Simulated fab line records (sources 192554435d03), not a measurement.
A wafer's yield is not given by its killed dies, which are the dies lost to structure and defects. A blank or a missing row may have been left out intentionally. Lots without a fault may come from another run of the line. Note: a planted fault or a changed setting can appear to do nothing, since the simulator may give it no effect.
What tool caused it?    flow n5-finfet    13 lots with 37 wafers sampled at 4 steps, on a route of 1938 steps

## WHAT EACH GAUGE READ, for each wafer
N5_BEOL_M13_OVL_MEAS_11. Usual: V12_OVL typically reads -1 nm, with standard deviation 4.5.
lot   measured      on          V12_OVL (nm)  flag
L661  day 11 06:46  overlay-01  -4 -6 -4      
L664  day 11 11:40  overlay-02  -5 -2 -7      
L662  day 11 19:58  overlay-02  0 -4 -2       
L665  day 12 04:03  overlay-01  -3 1          
L667  day 12 10:44  overlay-01  -11 -6 -4     
L666  day 12 12:08  overlay-01  6 -2          
L669  day 12 23:06  overlay-02  -6 -7 -8      
L675  day 14 03:36  overlay-01  -3 -3 4       
L673  day 14 04:13  overlay-02  -3 -7 -2      
L676  day 14 11:13  overlay-01  -2 0 -3       
L678  day 14 18:35  overlay-01  -6 -4 -2      
L680  day 15 19:29  overlay-02  0 1 -4        
L681  day 16 08:04  overlay-02  -2 -8 5       

N5_BEOL_M13_CD_MEAS_17 targets a cd of 190 nm. Usual: cd-nm at 190.2 nm, with a standard deviation of 2.
lot   measured      on         cd-nm (nm)         flag
L661  day 11 07:21  cd-sem-01  192.8 188.6 189.8  
L664  day 11 12:17  cd-sem-01  187.9 186.4 186.1  
L662  day 11 20:32  cd-sem-01  186.0 186.9 186.1  
L665  day 12 04:40  cd-sem-03  188.7 191.2        
L667  day 12 11:19  cd-sem-03  188.4 189.9 192.5  
L666  day 12 12:50  cd-sem-02  189.9 190.7        
L669  day 12 23:41  cd-sem-01  190.8 189.6 190.1  
L675  day 14 04:15  cd-sem-02  193.4 190.7 191.0  
L673  day 14 04:48  cd-sem-01  191.4 193.4 191.0  
L676  day 14 11:49  cd-sem-03  193.2 191.8 189.5  
L678  day 14 19:20  cd-sem-02  189.2 188.9 189.0  
L680  day 15 20:11  cd-sem-01  194.3 191.8 193.2  
L681  day 16 09:32  cd-sem-02  191.9 193.0 195.2  

N5_BEOL_M13_CD_MEAS_28 targets a cd of 209.5 nm. Usual: cd-nm at 210.4 nm, with a standard deviation of 1.1.
lot   measured      on         cd-nm (nm)         flag
L661  day 11 07:48  cd-sem-01  210.0 208.8 208.9  
L664  day 11 12:37  cd-sem-02  209.9 212.6 210.2  
L662  day 11 20:52  cd-sem-01  211.1 211.4 212.3  
L665  day 12 05:00  cd-sem-02  210.3 210.0        
L667  day 12 11:46  cd-sem-02  209.2 210.3 209.4  
L666  day 12 13:10  cd-sem-02  210.9 211.0        
L669  day 13 00:08  cd-sem-01  209.7 211.7 210.2  
L675  day 14 04:42  cd-sem-02  211.4 211.7 212.9  
L673  day 14 05:08  cd-sem-03  209.4 209.4 209.1  
L676  day 14 12:16  cd-sem-03  212.2 211.2 212.6  
L678  day 14 19:40  cd-sem-01  210.3 210.9 210.8  
L680  day 15 20:31  cd-sem-03  208.5 208.7 211.3  
L681  day 16 09:52  cd-sem-03  210.0 209.0 209.1  

## EACH LOT AND THE TOOL THAT RAN IT (in order: tool; ch and the chambers of the sampled wafers; start)
lot   N5_BEOL_M13_COAT_22
L661  litho-track-05 ch 0, day 11 07:23
L664  litho-track-03 ch 0, day 11 12:19
L662  litho-track-04 ch 0, day 11 20:35
L665  litho-track-03 ch 0, day 12 04:43
L667  litho-track-03 ch 0, day 12 11:22
L666  litho-track-05 ch 0, day 12 12:53
L669  litho-track-04 ch 0, day 12 23:44
L675  litho-track-03 ch 0, day 14 04:17
L673  litho-track-05 ch 0, day 14 04:50
L676  litho-track-03 ch 0, day 14 11:51
L678  litho-track-03 ch 0, day 14 19:22
L680  litho-track-05 ch 0, day 15 20:13
L681  litho-track-05 ch 0, day 16 09:35
- N5_BEOL_M13_COAT_22: resist thk 300 nm.

## WHAT THE TOOLS THEMSELVES READ (means of the sampled wafers that have a number; where no wafer has one, the mark that the record gives instead)
N5_BEOL_M13_COAT_22. Usual: resist-line-temp-C 22.98 C, standard deviation 0.086; spin-speed-rpm 2887.9 rpm, standard deviation 1.9.
lot   tool            resist-line-temp-C (C)  spin-speed-rpm (rpm)  flag
L661  litho-track-05  22.95                   2887.8                
L664  litho-track-03  22.99                   2887.5                
L662  litho-track-04  23.03                   2888.9                
L665  litho-track-03  22.93                   2889.4                
L667  litho-track-03  22.94                   2888.8                
L666  litho-track-05  22.95                   2886.4                
L669  litho-track-04  22.92                   2889.7                
L675  litho-track-03  22.97                   3293.5                OFF
L673  litho-track-05  23.04                   2887.5                
L676  litho-track-03  22.96                   3296.1                OFF
L678  litho-track-03  23.06                   3294.6                OFF
L680  litho-track-05  23.09                   2888.6                
L681  litho-track-05  23.00                   2887.2                

## THE ANSWER, worked out from the rows above alone
Rule: lot off if the mean of its wafers having a number is beyond 3 standard deviations from the usual mean. Also off: a lot with no number at a reading for which 4 or more lots have one. Where the step has rows for the other lots, those lots are counted as sound. First the gauges in route order, then the tools' own readings, where a lot's mean is used as printed above. At the first step where some lot is off, the reading lying furthest off is the one used; lots without a number count as furthest.
Off at N5_BEOL_M13_COAT_22 (spin-speed-rpm): L675, L676, L678.
If a tool, at that step or one of the process steps before it, ran each lot that is off and ran no sound lot following the first of them, it fits. One fits: litho-track-03 at N5_BEOL_M13_COAT_22. A fault onset in the window from L667 (day 12 11:22, its last sound lot) to L675 (day 14 04:17, its first lot off) fits.
The tool's own readings at N5_BEOL_M13_COAT_22 bear it out: on the lots that are off they differ by more than 5 times the standard deviation of the sound lots' means. spin-speed-rpm reads 3294.7 rpm there against 2888.2 rpm on the sound lots.

## WHAT THE SIMULATOR PUT IN
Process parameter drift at N5_BEOL_M13_COAT_22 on litho-track-03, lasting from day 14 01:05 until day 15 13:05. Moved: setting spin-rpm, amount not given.
Struck lots among those shown: L675, L676, L678. Same finding as the rule above.
